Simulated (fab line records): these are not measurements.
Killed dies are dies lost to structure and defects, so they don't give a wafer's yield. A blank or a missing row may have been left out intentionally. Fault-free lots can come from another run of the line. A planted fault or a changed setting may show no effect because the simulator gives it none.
Code-filled problem report in 8D (eight disciplines) form | flow n5_finfet | the parts of the form that need people (team, actions taken, sign-off) are left out

## 1. PROBLEM STATEMENT
At N5_BEOL_M1_COAT_05, spin_speed_rpm averages 1449.3 rpm over 9 wafers from 3 lots, while fault-free wafers read 1500.1 rpm, standard deviation 1. That puts it -51 standard deviations away from the usual mean.
The step: resist thk 30 nm.
Seen first at day 8 08:37 on litho_track-01, wafer L684.2. At this step, 29 wafers from 10 lots have a number in the record. Rule for "out", or "out of limits": more than 4 standard deviations from the usual mean. All remaining wafers that have a number are taken as sound.

## 2. WHAT IT IS AND WHAT IT IS NOT
question                    | is                     | is not
which readings at this step | spin_speed_rpm         | chill_plate_temp_C
which lots                  | L684, L687, L689       | L676, L677, L679, L682, L696, L698, L699
which wafers of those lots  | all that have a number | -
read on which tools         | litho_track-01         | litho_track-02, litho_track-03
when                        | from day 8 08:37       | up to then (11 sound wafers); but 9 sound wafers of L696, L698, L699 came after

## 3. WHAT RULES OUT EACH SUSPECT
Counting: a tool at a process step up to the reading stays a suspect if it ran every lot that is out and no sound lot after the first of them.
- litho_track-01 at N5_BEOL_M1_COAT_05 (resist thk 30 nm): ruled out as a lasting fault. Following L684 (day 8 08:37), the first lot on it that is out, the sound lots L699 were run on it.
Left after counting: nothing in the record.

## 4. THE CAUSE (what the simulator had put in)
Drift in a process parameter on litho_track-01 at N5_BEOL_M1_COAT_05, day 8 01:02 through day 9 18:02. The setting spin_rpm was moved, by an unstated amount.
Counting ruled it out, wrongly.

## 5. THE EFFECT CHAIN, in route order
Each row: a reading whose mean over the struck wafers that have a number lies more than 3 standard deviations from the usual. Only readings for which the record gives a usual standard deviation are gone through. hours: the time from each lot's start at the first step in this table that gives one to its start at this step, as a median over the lots. sigmas: the change in usual standard deviations.
hours | step               | reading        | usual      | on struck wafers | change | sigmas
0     | N5_BEOL_M1_COAT_05 | spin_speed_rpm | 1500.1 rpm | 1449.3           | -50.8  | -51
Its process steps:
- N5_BEOL_M1_COAT_05: resist thk 30 nm.
At these later measuring or inspecting steps, every struck wafer for which the step has a row has a number for every such reading, and none has moved that far: N5_BEOL_M4_RC_MEAS_101.

## 6. HOW IT WOULD HAVE BEEN CAUGHT EARLIER
8 hours passed between the start of the fault at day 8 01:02 and the first reading out of limits in this record, taken at day 8 08:37.
